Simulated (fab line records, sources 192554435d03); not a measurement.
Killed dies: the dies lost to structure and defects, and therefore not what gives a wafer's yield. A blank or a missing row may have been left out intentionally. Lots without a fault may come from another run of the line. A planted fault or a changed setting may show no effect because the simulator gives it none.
Matching of chambers :: flow n5 finfet :: rie diel-06 running N5_DUMMY_GATE_STRIP_41: 4 sister chambers
The step strips in O2. 18 wafers are shown with their chamber, then 9 later ones without.

## WAFERS WITH THEIR CHAMBER
wafer: L078.2
chamber: 3
showerhead plenum p Torr (Torr): 2.10
drypump motor current A (A): 6.2
throttle valve pct (%): 16.89

wafer: L078.4
chamber: 0
showerhead plenum p Torr (Torr): 2.18
drypump motor current A (A): 5.6
throttle valve pct (%): 16.83

wafer: L078.6
chamber: 0
showerhead plenum p Torr (Torr): 2.18
drypump motor current A (A): 5.6
throttle valve pct (%): 16.86

wafer: L079.2
chamber: 2
showerhead plenum p Torr (Torr): 1.97
drypump motor current A (A): 4.8
throttle valve pct (%): 16.81

wafer: L079.3
chamber: 1
showerhead plenum p Torr (Torr): 1.93
drypump motor current A (A): 5.5
throttle valve pct (%): 16.35

wafer: L079.6
chamber: 2
showerhead plenum p Torr (Torr): 1.97
drypump motor current A (A): 4.8
throttle valve pct (%): 16.82

wafer: L080.1
chamber: 0
showerhead plenum p Torr (Torr): 2.18
drypump motor current A (A): 5.6
throttle valve pct (%): 16.84

wafer: L080.3
chamber: 2
showerhead plenum p Torr (Torr): 1.97
drypump motor current A (A): 4.8
throttle valve pct (%): 16.82

wafer: L080.5
chamber: 3
showerhead plenum p Torr (Torr): 2.10
drypump motor current A (A): 6.1
throttle valve pct (%): 16.88

wafer: L081.1
chamber: 0
showerhead plenum p Torr (Torr): 2.18
drypump motor current A (A): 5.6
throttle valve pct (%): 16.84

wafer: L081.3
chamber: 3
showerhead plenum p Torr (Torr): 2.09
drypump motor current A (A): 6.2
throttle valve pct (%): 16.88

wafer: L081.6
chamber: 3
showerhead plenum p Torr (Torr): 2.10
drypump motor current A (A): 6.2
throttle valve pct (%): 16.89

wafer: L087.1
chamber: 2
showerhead plenum p Torr (Torr): 1.96
drypump motor current A (A): 4.8
throttle valve pct (%): 16.83

wafer: L087.4
chamber: 1
showerhead plenum p Torr (Torr): 1.92
drypump motor current A (A): 5.6
throttle valve pct (%): 16.35

wafer: L087.5
chamber: 3
showerhead plenum p Torr (Torr): 2.09
drypump motor current A (A): 6.2
throttle valve pct (%): 16.91

wafer: L090.1
chamber: 0
showerhead plenum p Torr (Torr): 2.17
drypump motor current A (A): 5.7
throttle valve pct (%): 16.87

wafer: L090.2
chamber: 1
showerhead plenum p Torr (Torr): 1.92
drypump motor current A (A): 5.6
throttle valve pct (%): 16.40

wafer: L090.6
chamber: 0
showerhead plenum p Torr (Torr): 2.17
drypump motor current A (A): 5.6
throttle valve pct (%): 16.90

SIGNATURES, as means of the wafers listed above
reading: showerhead plenum p Torr
chamber 0: 2.1767
chamber 1: 1.9233
chamber 2: 1.9675
chamber 3: 2.0960
scatter within a chamber: 0.00531

reading: drypump motor current A
chamber 0: 5.617
chamber 1: 5.567
chamber 2: 4.800
chamber 3: 6.180
scatter within a chamber: 0.0405

reading: throttle valve pct
chamber 0: 16.8567
chamber 1: 16.3667
chamber 2: 16.8200
chamber 3: 16.8900
scatter within a chamber: 0.0204
Rule: a wafer's distance from a chamber is the root of the sum, over the readings, of the square of ((its reading less the chamber's mean) divided by the reading's scatter). If the next closest chamber is less than 2 further off than the closest, the wafer can't be placed; otherwise it belongs to the closest. The scatter: the root of (the sum of the squares of (reading less its chamber's mean) over the shown wafers, divided by (wafers less chambers)).

## WAFERS WITH NO CHAMBER GIVEN
wafer: L092.1
showerhead plenum p Torr (Torr): 1.92
drypump motor current A (A): 5.5
throttle valve pct (%): 16.39

wafer: L092.2
showerhead plenum p Torr (Torr): 2.22
drypump motor current A (A): 4.8
throttle valve pct (%): 16.38

wafer: L092.6
showerhead plenum p Torr (Torr): 2.17
drypump motor current A (A): 5.6
throttle valve pct (%): 16.90

wafer: L093.1
showerhead plenum p Torr (Torr): 2.22
drypump motor current A (A): 4.8
throttle valve pct (%): 16.38

wafer: L093.4
showerhead plenum p Torr (Torr): 1.92
drypump motor current A (A): 5.5
throttle valve pct (%): 16.41

wafer: L093.5
showerhead plenum p Torr (Torr): 2.17
drypump motor current A (A): 5.6
throttle valve pct (%): 16.91

wafer: L097.1
showerhead plenum p Torr (Torr): 2.17
drypump motor current A (A): 5.6
throttle valve pct (%): 16.93

wafer: L097.3
showerhead plenum p Torr (Torr): 2.22
drypump motor current A (A): 4.8
throttle valve pct (%): 16.41

wafer: L097.5
showerhead plenum p Torr (Torr): 1.92
drypump motor current A (A): 5.5
throttle valve pct (%): 16.44

## THE CHAMBER EACH PASSED THROUGH
wafer: L092.1
from the rows above: 1
in truth: 1

wafer: L092.2
from the rows above: 0
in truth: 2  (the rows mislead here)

wafer: L092.6
from the rows above: 0
in truth: 0

wafer: L093.1
from the rows above: 0
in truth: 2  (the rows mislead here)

wafer: L093.4
from the rows above: 1
in truth: 1

wafer: L093.5
from the rows above: 0
in truth: 0

wafer: L097.1
from the rows above: 0
in truth: 0

wafer: L097.3
from the rows above: 0
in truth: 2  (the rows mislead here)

wafer: L097.5
from the rows above: 1
in truth: 1
6 of 9 placed correctly. Not placeable from these rows: 0. Placed wrongly: 3.
